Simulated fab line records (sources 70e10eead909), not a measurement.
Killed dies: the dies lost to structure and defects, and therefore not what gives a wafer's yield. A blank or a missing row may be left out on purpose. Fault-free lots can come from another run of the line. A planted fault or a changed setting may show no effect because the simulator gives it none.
One fault through the eyes of 2 desks | flow nand_harc | numbers are kept per desk, each desk with only its own; the story behind them comes last

== THE METROLOGY DESK ==
What the gauges read for every lot (on any tool): the sampled wafers with a number, averaged. The brackets show how far a lot's mean lies from the usual mean; more than 4 standard deviations puts the lot out of limits, marked OUT.
Columns: A = cd_nm at NHARC_P_M1_CD_MEAS_09, usual 130.2 nm
lot  | first seen here | A
L754 | day 5 23:18     | 130.0
L757 | day 6 17:24     | 129.9
L758 | day 6 17:50     | 130.3
L756 | day 6 18:27     | 130.8
L759 | day 7 12:59     | 137.9 (+13) OUT
L760 | day 7 13:32     | 131.0
L765 | day 9 04:31     | 137.1 (+12) OUT
L769 | day 9 21:53     | 130.6
L774 | day 10 16:29    | 129.9
L775 | day 11 02:56    | 130.6
L776 | day 11 03:55    | 129.6
L777 | day 11 20:39    | 130.0
This desk's verdict: out of limits on L759, L765, starting with L759 at day 7 12:59 (cd_nm at NHARC_P_M1_CD_MEAS_09). L754, L757, L758, L756, L760, L769, L774, L775, L776, L777 stayed within limits.

== FOR THE TOOL OWNER'S DESK: arfi_scanner-02 ==
The tool's own readings at NHARC_P_M1_EXPOSE_06 (exposes mask P M1, target cd 130 nm): means of the sampled wafers that have a number, for each lot that ran on this tool. The brackets show how far a lot's mean lies from the usual mean; more than 4 standard deviations puts the lot out of limits, marked OUT.
Columns: A = exposure_dose_mJ_cm2 at NHARC_P_M1_EXPOSE_06, usual 81.90; B = reticle_temp_C at NHARC_P_M1_EXPOSE_06, usual 23.00 C
lot  | first seen here | A                       | B
L757 | day 6 17:16     | 81.87                   | 23.08
L756 | day 6 18:19     | 81.87                   | 23.08
L759 | day 7 12:50     | 93.85 (+99 or more) OUT | 23.00
L765 | day 9 04:23     | 91.26 (+99 or more) OUT | 22.89
This desk's verdict: out of limits on L759, L765, starting with L759 at day 7 12:50 (exposure_dose_mJ_cm2 at NHARC_P_M1_EXPOSE_06). L757, L756 stayed within limits.

== ALL TOGETHER ==
On L759, L765, at day 7 12:50, an alarm was possible from the tool owner's desk.
An alarm was possible from the metrology desk at day 7 12:59, on L759, L765.
Every lot named ran NHARC_P_M1_EXPOSE_06 on arfi_scanner-02.

== WHAT THE SIMULATOR HAD INSERTED ==
Process parameter drift: arfi_scanner-02, from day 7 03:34 on, at NHARC_P_M1_EXPOSE_06. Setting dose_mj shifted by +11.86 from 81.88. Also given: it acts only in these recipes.
Struck lots among those shown: L759, L765.
Hours from the fault's start to each desk's first reading out of limits: the tool owner's desk, 9; the metrology desk, 9.
